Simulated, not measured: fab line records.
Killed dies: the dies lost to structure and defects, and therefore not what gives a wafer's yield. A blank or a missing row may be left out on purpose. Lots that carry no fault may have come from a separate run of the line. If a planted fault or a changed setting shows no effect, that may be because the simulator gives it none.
8D (eight disciplines) problem report, filled in by code | flow nand-harc | the parts of the form that need people (team, actions taken, sign-off) are left out

## 1. PROBLEM STATEMENT
Mean of killed-at-array at NHARC_END_SORT_01: 425 across 2 wafers in 2 lots; on wafers with no fault it is 62 (standard deviation 22). Relative to the usual mean, that is a shift of +16 standard deviations.
The first sign was on wafer L950.1 at day 31 11:38, on prober-01. The record has a number at this step for 36 wafers belonging to 12 lots. Rule for "out" (also "out of limits"): further than 4 standard deviations from the usual mean. Any other wafer with a number is counted as sound.

## 2. WHAT IT IS, WHAT IT ISN'T
question                    | is                           | is not
which readings at this step | killed-at-array, killed-dies | killed-at-other, killed-at-periphery, killed-open, killed-short
which lots                  | L950, L951                   | L934, L938, L940, L941, L942, L943, L945, L948, L955, L956
which wafers of those lots  | L950.1, L951.5               | L950.4, L950.5, L951.1, L951.3
read on which gauges        | prober-01                    | prober-02
when                        | from day 31 11:38            | up to then (24 sound wafers); but 10 sound wafers of L950, L951, L955, L956 came after

## 3. THE SUSPECTS, EACH WITH WHAT RULES IT OUT
Counting: any tool at a process step up to the reading remains a suspect provided it ran every lot that is out. Sound lots after the first of them don't rule it out here, since some wafers of a struck lot are sound.
- the gauge at NHARC_END_SORT_01: ruled out. All the wafers that are out were read on prober-01, but those of them that NHARC_A_STAIRCASE_TRIM_198 has rows for are out there too, on other tools.
- rie-diel-04 at NHARC_A_STAIRCASE_TRIM_196 (chemistry O2, time 211.2 s): kept. It ran every lot that is out, first L950 (day 22 22:28); its last sound lot up to then is L945 (day 20 17:22).
- rie-diel-04 at NHARC_A_STAIRCASE_TRIM_198 (chemistry O2, time 211.2 s): kept. It ran every lot that is out, first L950 (day 22 22:45); its last sound lot up to then is L945 (day 20 17:45). Its own readings are out on those wafers: oes-product-au.
- plasma-asher-02 at NHARC_A_STAIRCASE_STRIP_205 (strips in O2): kept. It ran every lot that is out, first L950 (day 22 23:35); its last sound lot up to then is L948 (day 21 20:10).
- In rie-diel-04 at NHARC_A_STAIRCASE_TRIM_198, the wafers that are out were processed in chamber 0 and their sound lot-mates in chambers 2, 3.
The count leaves rie-diel-04 at NHARC_A_STAIRCASE_TRIM_196, rie-diel-04 at NHARC_A_STAIRCASE_TRIM_198, and plasma-asher-02 at NHARC_A_STAIRCASE_STRIP_205.

## 4. THE CAUSE (what the simulator had put in)
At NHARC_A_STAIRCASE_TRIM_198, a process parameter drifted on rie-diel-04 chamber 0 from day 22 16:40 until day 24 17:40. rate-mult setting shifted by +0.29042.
3 suspects survive the count, and this tool is in that group.

## 5. THE CHAIN OF EFFECTS, in route order
Each row: a reading whose mean over the struck wafers that have a number lies more than 3 standard deviations from the usual. Only readings whose record carries a usual standard deviation are examined. hours: median over the lots of the time between each lot's start at the first step of this table that gives one and its start at this step. sigmas: the change, counted in usual standard deviations.
hours | step                       | reading         | usual      | on struck wafers | change | sigmas
0     | NHARC_A_STAIRCASE_TRIM_198 | oes-product-au  | 0.998 a.u. | 1.176            | +0.178 | +15
204   | NHARC_END_SORT_01          | killed-at-array | 62         | 425              | +363   | +16
204   | NHARC_END_SORT_01          | killed-dies     | 67         | 430              | +364   | +16
Here are the process steps it includes:
- NHARC_A_STAIRCASE_TRIM_198: chemistry O2, time 211.2 s.

## 6. HOW IT WOULD HAVE BEEN CAUGHT EARLIER
In this record the first reading out of limits at a measuring or inspecting step was taken at day 31 11:38, 211 hours after the fault began at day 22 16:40.
Tool's own readings at NHARC_A_STAIRCASE_TRIM_198, oes-product-au: out on all struck wafers the step has rows for; an alarm limit on them would have tripped on the first.
By day 31 11:38 the whole set of lots that are out, 2 in number, had already begun NHARC_A_STAIRCASE_TRIM_198 on rie-diel-04. Holding the tool at that point would not have protected any of them.
